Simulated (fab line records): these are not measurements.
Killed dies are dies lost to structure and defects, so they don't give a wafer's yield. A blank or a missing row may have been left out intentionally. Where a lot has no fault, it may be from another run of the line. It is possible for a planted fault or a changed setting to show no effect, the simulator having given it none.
Problem report, 8D (eight disciplines) form, completed by code | flow n5Finfet | the parts of the form that need people (team, actions taken, sign-off) are left out

== 1. WHAT IS WRONG ==
Wafers without a fault read 5.2 %, standard deviation 0.89; sort_bin_5_function at N5_PASSIVATION_PROBE_49 reads a mean of 39.8 % on 2 wafers belonging to 2 lots. That is +39 standard deviations from the usual mean.
First observed at day 15 13:22: wafer L252.5, on prober-02. The record has a number at this step for 27 wafers belonging to 9 lots. Rule for "out", or "out of limits": more than 4 standard deviations from the usual mean. The other wafers with a number count as sound.

== 2. WHAT IT IS AND WHAT IT IS NOT ==
question                    | is                                                                                                            | is not
which readings at this step | sort_bin_5_function, defectLimitedYield, killed_at_M0_to_M3, killedDies, killedOnRim, sortNPass, sortYieldPct | killed_at_M4_up, killedAtContacts, killedAtFrontEnd, killedAtOther, killedOpen, killedShort, sort_bin_6_memory, sort_bin_8_speed
which lots                  | L252, L254                                                                                                    | L246, L249, L258, L260, L265, L266, L268
which wafers of those lots  | L252.5, L254.5                                                                                                | L252.2, L252.3, L254.2, L254.3
read on which tools         | prober-01, prober-02                                                                                          | -
when                        | from day 15 13:22                                                                                             | up to then (8 sound wafers); but 17 sound wafers of L254, L258, L260, L265, L266, L268 came after

== 3. THE SUSPECTS, EACH WITH WHAT RULES IT OUT ==
Counting: if a tool at a process step up to the reading ran every lot that is out, it stays a suspect. Sound lots after the first of them don't rule it out here, since some wafers of a struck lot are sound.
- aldSin-02 at N5_BEOL_M1_ALD_98 (deposits SiO2, target thk 2.5 nm, pulse time 1 s, co reactant pulse time 1 s): kept. It ran every lot that is out, first L252 (day 7 22:31); its last sound lot up to then is L249 (day 7 14:51).
The count leaves aldSin-02 at N5_BEOL_M1_ALD_98.

== 4. THE CAUSE (what the simulator had put in) ==
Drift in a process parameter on aldSin-02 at N5_BEOL_M1_ALD_98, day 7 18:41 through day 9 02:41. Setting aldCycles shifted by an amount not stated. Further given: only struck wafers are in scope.
Counting left only this tool.

== 5. THE EFFECT CHAIN, in route order ==
Each row: a reading whose mean over the struck wafers that have a number lies more than 3 standard deviations from the usual. Readings are gone through only where the record gives a usual standard deviation; hours: the median, over the lots, of the time from a lot's start at the first step in this table giving one to that lot's start at this step; sigmas: the change measured in usual standard deviations.
hours | step                    | reading             | usual  | on struck wafers | change | sigmas
0     | N5_PASSIVATION_PROBE_49 | defectLimitedYield  | 91.1 % | 56.6             | -34.4  | -25
0     | N5_PASSIVATION_PROBE_49 | killed_at_M0_to_M3  | 36     | 445              | +409   | +37
0     | N5_PASSIVATION_PROBE_49 | killedDies          | 105    | 512              | +406   | +25
0     | N5_PASSIVATION_PROBE_49 | killedOnRim         | 14     | 118              | +104   | +24
0     | N5_PASSIVATION_PROBE_49 | sort_bin_5_function | 5.2 %  | 39.8             | +34.6  | +39
0     | N5_PASSIVATION_PROBE_49 | sortNPass           | 1074   | 668              | -406   | -25
0     | N5_PASSIVATION_PROBE_49 | sortYieldPct        | 91.1 % | 56.6             | -34.4  | -25
It contains these process steps:
- N5_PASSIVATION_PROBE_49

== 6. HOW IT WOULD HAVE BEEN CAUGHT EARLIER ==
187 hours passed between the start of the fault at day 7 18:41 and the first reading out of limits in this record, taken at day 15 13:22.
Of the tool readings at N5_BEOL_M1_ALD_98 for which the record gives a usual standard deviation, none was out on any struck wafer, so an alarm limit of 4 standard deviations on them would not have fired.
By day 15 13:22, every lot that is out (2) had started N5_BEOL_M1_ALD_98 on aldSin-02. A hold on the tool at that time would have spared none of them.
